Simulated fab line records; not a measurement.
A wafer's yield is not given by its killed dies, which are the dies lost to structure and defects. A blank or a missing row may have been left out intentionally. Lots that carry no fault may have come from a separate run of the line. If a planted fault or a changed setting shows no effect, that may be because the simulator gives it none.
Chamber matching ; flow n5 finfet ; N5_BEOL_M5_VIA_ETCH_34 on rie diel-02: 4 sister chambers
The step etches SiCOH lowk in C4F6/O2, target depth 88.3 nm, time 39.2 s. 22 wafers are shown with their chamber, then 11 later ones without.

== EACH WAFER AND ITS CHAMBER ==
wafer;chamber;showerhead plenum p Torr (Torr);rf vpp V (V);throttle valve pct (%)
L074.2;0;2.78;669;20.49
L074.3;2;2.83;644;21.22
L074.6;3;3.05;683;21.09
L076.1;3;3.05;683;21.10
L076.4;1;2.94;674;21.11
L076.5;0;2.78;670;20.50
L081.2;0;2.78;670;20.51
L081.3;3;3.04;683;21.11
L081.5;2;2.83;644;21.27
L080.1;0;2.78;668;20.50
L080.2;3;3.04;684;21.13
L080.6;0;2.78;668;20.50
L084.1;3;3.04;683;21.13
L084.4;0;2.78;669;20.53
L084.6;3;3.04;683;21.14
L085.2;0;2.77;668;20.50
L085.3;2;2.82;644;21.27
L085.6;1;2.94;672;21.12
L087.1;1;2.93;672;21.12
L087.2;3;3.04;681;21.14
L087.6;3;3.04;684;21.14
L091.3;0;2.77;668;20.54

SIGNATURES, as means of the wafers listed above
reading;chamber 0;chamber 1;chamber 2;chamber 3;scatter within a chamber
showerhead plenum p Torr;2.7775;2.9367;2.8267;3.0425;0.00491
rf vpp V;668.75;672.67;644.00;683.00;0.887
throttle valve pct;20.5087;21.1167;21.2533;21.1225;0.0191
Rule: for each reading, subtract the chamber's mean from the wafer's reading, divide by that reading's scatter and square the result; add these up over the readings and take the root, which gives the wafer's distance from the chamber. If the next closest chamber is less than 2 further off than the closest, the wafer can't be placed; otherwise it belongs to the closest. The scatter is the square root of a quotient: the sum, over the shown wafers, of each reading's squared deviation from its chamber's mean, divided by wafers minus chambers.

== WAFERS MISSING THEIR CHAMBER ==
wafer;showerhead plenum p Torr (Torr);rf vpp V (V);throttle valve pct (%)
L091.4;2.93;673;21.14
L091.6;2.82;643;21.28
L093.1;3.03;682;21.16
L093.2;2.77;670;20.55
L093.4;2.93;674;21.14
L094.1;2.81;644;21.32
L094.2;2.76;668;20.57
L094.3;2.92;674;21.15
L097.1;3.03;684;21.16
L097.5;2.76;668;20.56
L097.6;3.03;684;21.17

== EACH ONE'S CHAMBER ==
wafer;from the rows above;in truth
L091.4;1;1
L091.6;2;2
L093.1;3;3
L093.2;0;0
L093.4;1;1
L094.1;2;2
L094.2;0;0
L094.3;1;1
L097.1;3;3
L097.5;0;0
L097.6;3;3
Placed correctly: 11 of 11. From these rows, 0 cannot be placed. 0 placed wrongly.
